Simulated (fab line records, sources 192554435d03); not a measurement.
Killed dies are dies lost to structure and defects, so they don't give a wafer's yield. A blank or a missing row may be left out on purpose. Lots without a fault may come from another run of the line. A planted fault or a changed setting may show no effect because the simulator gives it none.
Chamber matching | flow n5_finfet | N5_BEOL_M11_DEP_56 on pecvd-01: 3 sister chambers
The step deposits SiCN from 3MS/NH3, target thk 30 nm, time 10.5 s. 20 wafers are shown with their chamber, then 10 later ones without.

WAFERS WITH THEIR CHAMBER
wafer  | chamber | throttle_valve_pct (%) | showerhead_plenum_p_Torr (Torr)
L076.2 | 1       | 17.3                   | 4.200
L076.5 | 0       | 19.4                   | 4.153
L076.6 | 2       | 16.7                   | 4.182
L075.1 | 1       | 17.4                   | 4.196
L075.4 | 1       | 17.1                   | 4.188
L075.5 | 0       | 19.4                   | 4.155
L078.1 | 0       | 19.4                   | 4.156
L078.4 | 2       | 16.9                   | 4.177
L078.6 | 1       | 17.1                   | 4.183
L083.1 | 1       | 17.3                   | 4.201
L083.2 | 2       | 16.9                   | 4.176
L083.3 | 0       | 19.3                   | 4.150
L083.4 | 2       | 17.0                   | 4.173
L083.5 | 0       | 19.3                   | 4.164
L083.6 | 1       | 17.2                   | 4.198
L086.3 | 0       | 19.4                   | 4.157
L086.5 | 2       | 17.4                   | 4.172
L086.6 | 1       | 17.2                   | 4.197
L089.1 | 0       | 19.2                   | 4.160
L089.2 | 1       | 17.2                   | 4.193

SIGNATURES (means of the wafers above)
reading                  | chamber 0 | chamber 1 | chamber 2 | scatter within a chamber
throttle_valve_pct       | 19.343    | 17.225    | 16.980    | 0.15
showerhead_plenum_p_Torr | 4.15643   | 4.19450   | 4.17600   | 0.00519
Rule: a wafer's distance from a chamber is the root of the sum, over the readings, of the square of ((its reading less the chamber's mean) divided by the reading's scatter). The wafer belongs to the nearest chamber; if the next one is less than 2 further off, it can't be placed. The scatter: the root of (the sum of the squares of (reading less its chamber's mean) over the shown wafers, divided by (wafers less chambers)).

WAFERS WITHOUT THEIR CHAMBER
wafer  | throttle_valve_pct (%) | showerhead_plenum_p_Torr (Torr)
L089.5 | 17.0                   | 4.182
L091.3 | 17.1                   | 4.198
L091.4 | 17.1                   | 4.182
L091.6 | 19.5                   | 4.155
L093.1 | 17.1                   | 4.206
L093.3 | 19.2                   | 4.152
L093.6 | 19.7                   | 4.146
L096.1 | 17.0                   | 4.197
L096.5 | 19.3                   | 4.154
L096.6 | 17.4                   | 4.173

WHICH CHAMBER EACH WENT THROUGH
wafer  | from the rows above     | in truth
L089.5 | can't be placed: 2 or 1 | 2
L091.3 | 1                       | 1
L091.4 | can't be placed: 2 or 1 | 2
L091.6 | 0                       | 0
L093.1 | 1                       | 1
L093.3 | 0                       | 0
L093.6 | 0                       | 0
L096.1 | 1                       | 1
L096.5 | 0                       | 0
L096.6 | can't be placed: 2 or 1 | 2
Placed correctly: 7 of 10. Can't be placed from these rows: 3 (the true chamber is among the candidates in 3). Placed wrongly: 0.
